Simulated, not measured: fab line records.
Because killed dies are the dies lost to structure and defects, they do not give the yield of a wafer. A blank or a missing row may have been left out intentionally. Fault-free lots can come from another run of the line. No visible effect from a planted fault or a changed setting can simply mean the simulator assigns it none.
Lot-split experiment	flow n5-finfet	route with 1938 steps; 7 lots, 21 wafers read

## THE SPLIT ITSELF
At N5_BEOL_M0_ETCH_138 (etches SiCN in CH3F/O2, target depth 12 nm, time 31.6 s), the setting source-w was moved away from the recipe's 395 W on 6 of the 21 wafers read, by -16.8% to +17.4%. For the rest of the wafers, this setting stayed at what the recipe calls for.

Reading taken at the split's own step.

## THE READING
rf-vpp-V, in V, at N5_BEOL_M0_ETCH_138 (etches SiCN in CH3F/O2, target depth 12 nm, time 31.6 s). A value of 297.4 V with a standard deviation of 1.7 V is what fault-free wafers of this fab line usually give.

wafer	tool, chamber at the split	source-w as run, W	against the recipe	rf-vpp-V, V	against lot-mates on the recipe
L074.2	rie-diel-01, 2	395	recipe	294.9	-
L074.3	rie-diel-01, 1	395	recipe	297.5	-
L074.4	rie-diel-01, 0	395	recipe	296.2	-
L076.3	rie-diel-01, 3	395	recipe	296.6	-
L076.4	rie-diel-01, 0	395	recipe	297.1	-
L076.6	rie-diel-01, 1	395	recipe	296.1	-
L080.3	rie-diel-06, 2	395	recipe	298.8	-
L080.4	rie-diel-06, 3	395	recipe	299.2	-
L080.5	rie-diel-06, 2	328.7	-16.8%	314.1	+15.1
L085.3	rie-diel-06, 2	395	recipe	297.8	-
L085.4	rie-diel-06, 0	451.5	+14.3%	285.2	-12.6
L085.5	rie-diel-06, 1	451.5	+14.3%	286.8	-11.0
L088.4	rie-diel-05, 0	439.5	+11.3%	286.4	-12.2
L088.5	rie-diel-05, 3	395	recipe	300.8	-
L088.6	rie-diel-05, 2	395	recipe	296.3	-
L091.1	rie-diel-01, 0	395	recipe	295.6	-
L091.2	rie-diel-01, 3	395	recipe	295.2	-
L091.6	rie-diel-01, 0	395	recipe	295.5	-
L093.2	rie-diel-01, 3	463.9	+17.4%	280.1	-16.7
L093.3	rie-diel-01, 0	395	recipe	296.8	-
L093.5	rie-diel-01, 1	463.9	+17.4%	280.6	-16.2

THE FIT
A straight line over all 21 wafers: rf-vpp-V changes by -0.92 V for each +1% of source-w; r = -0.98; the points scatter about the line by 1.6 V.
The same after taking each lot's own level away (the mean of its wafers on the recipe; 21 wafers): -0.911 V for each +1%; r = -0.99; scatter 1.1 V.
Per that fit: largest source-w move, reading shift of 16 V.
Across the lots, their own levels run from 295.43 to 299.00 V, a range of 2.1 times the standard deviation given above.
The two slopes agree, so the slope changes little with the lot-to-lot level.
Check: for one of the wafers moved furthest among these (+17.4%), held out of the fit, the line's prediction against its lot-mates is -15.7 V. Against them it came out at -16.7 V.
Tool readings at the split's step, against how far the setting was moved: rf-vpp-V r = -0.98.

## FURTHER SPLITS ON THESE WAFERS
Before the reading, these wafers also passed through other splits. Each is held against what the fit with the lots' levels taken away leaves over:
other split on the same wafers	wafers away from the commonest value	r with rf-vpp-V (lot level and that fit taken away)
N5_HKMG_FIN_ETCH_86 target-depth-a	7	-0.29
N5_MOL_CONTACT_COAG_CONTACT_ETCH_14 source-w	7	-0.01
N5_MOL_CONTACT_COAG_ETCH_67 source-w	4	-0.03
N5_MOL_CONTACT_COAG_ETCHBACK_136 target-depth-a	6	-0.28
N5_BEOL_M0_SAQP_SPACER1_ALD_98 temp-c	6	+0.08

## FILE'S OWN FIT
rf-vpp-V changes by -0.922 V for each +1% of source-w, r = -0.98.
